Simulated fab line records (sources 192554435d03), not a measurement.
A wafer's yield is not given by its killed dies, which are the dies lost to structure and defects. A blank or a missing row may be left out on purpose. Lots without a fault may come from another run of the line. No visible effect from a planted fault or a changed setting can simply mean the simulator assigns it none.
Chamber matching | flow n5-finfet | N5_BEOL_M5_DESCUM_33 on rie-diel-04 has 4 sister chambers
The step chemistry O2, time 7 s. 14 wafers are shown with their chamber, then 7 later ones without.

## WAFERS, EACH WITH ITS CHAMBER
wafer  | chamber | throttle-valve-pct (%) | drypump-motor-current-A (A) | showerhead-plenum-p-Torr (Torr)
L075.2 | 1       | 20.51                  | 5.4                         | 2.03
L075.5 | 3       | 20.32                  | 6.0                         | 2.06
L075.6 | 2       | 20.36                  | 5.9                         | 2.08
L074.2 | 2       | 20.36                  | 6.0                         | 2.08
L074.4 | 1       | 20.50                  | 5.4                         | 2.03
L074.6 | 0       | 20.48                  | 5.5                         | 2.08
L077.2 | 0       | 20.48                  | 5.5                         | 2.07
L077.4 | 1       | 20.51                  | 5.4                         | 2.03
L077.5 | 1       | 20.52                  | 5.4                         | 2.03
L078.1 | 1       | 20.51                  | 5.4                         | 2.03
L078.2 | 0       | 20.49                  | 5.5                         | 2.07
L078.6 | 1       | 20.51                  | 5.4                         | 2.03
L079.2 | 2       | 20.36                  | 5.9                         | 2.08
L079.3 | 0       | 20.49                  | 5.5                         | 2.07

SIGNATURES (means of the wafers above)
reading                  | chamber 0 | chamber 1 | chamber 2 | chamber 3 | scatter within a chamber
throttle-valve-pct       | 20.4850   | 20.5100   | 20.3600   | 20.3200   | 0.00548
drypump-motor-current-A  | 5.500     | 5.400     | 5.933     | 6.000     | 0.0258
showerhead-plenum-p-Torr | 2.0725    | 2.0300    | 2.0800    | 2.0600    | 0.00274
Rule: for a wafer and a chamber, the distance is found by dividing, reading by reading, the gap between the wafer's reading and the chamber's mean by the reading's scatter, squaring, summing and taking the root. If the next closest chamber is less than 2 further off than the closest, the wafer can't be placed; otherwise it belongs to the closest. How the scatter is found: for the shown wafers, subtract from each reading the mean of its chamber, square and add these, divide the total by (wafers less chambers), then take the root.

## WAFERS WITH NO CHAMBER GIVEN
wafer  | throttle-valve-pct (%) | drypump-motor-current-A (A) | showerhead-plenum-p-Torr (Torr)
L079.4 | 20.50                  | 5.4                         | 2.03
L084.2 | 20.52                  | 5.4                         | 2.02
L084.5 | 20.51                  | 5.4                         | 2.02
L084.6 | 20.38                  | 5.9                         | 2.08
L094.1 | 20.06                  | 6.0                         | 2.07
L094.4 | 20.40                  | 6.1                         | 2.05
L094.5 | 20.04                  | 6.0                         | 2.07

## WHICH CHAMBER EACH WENT THROUGH
wafer  | from the rows above     | in truth
L079.4 | 1                       | 1
L084.2 | 1                       | 1
L084.5 | 1                       | 1
L084.6 | 2                       | 2
L094.1 | 3                       | 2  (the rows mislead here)
L094.4 | can't be placed: 2 or 3 | 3
L094.5 | 3                       | 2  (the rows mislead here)
4 of 7 placed correctly. Not placeable from these rows: 1 (in 1, the candidates include the true chamber). 2 placed wrongly.
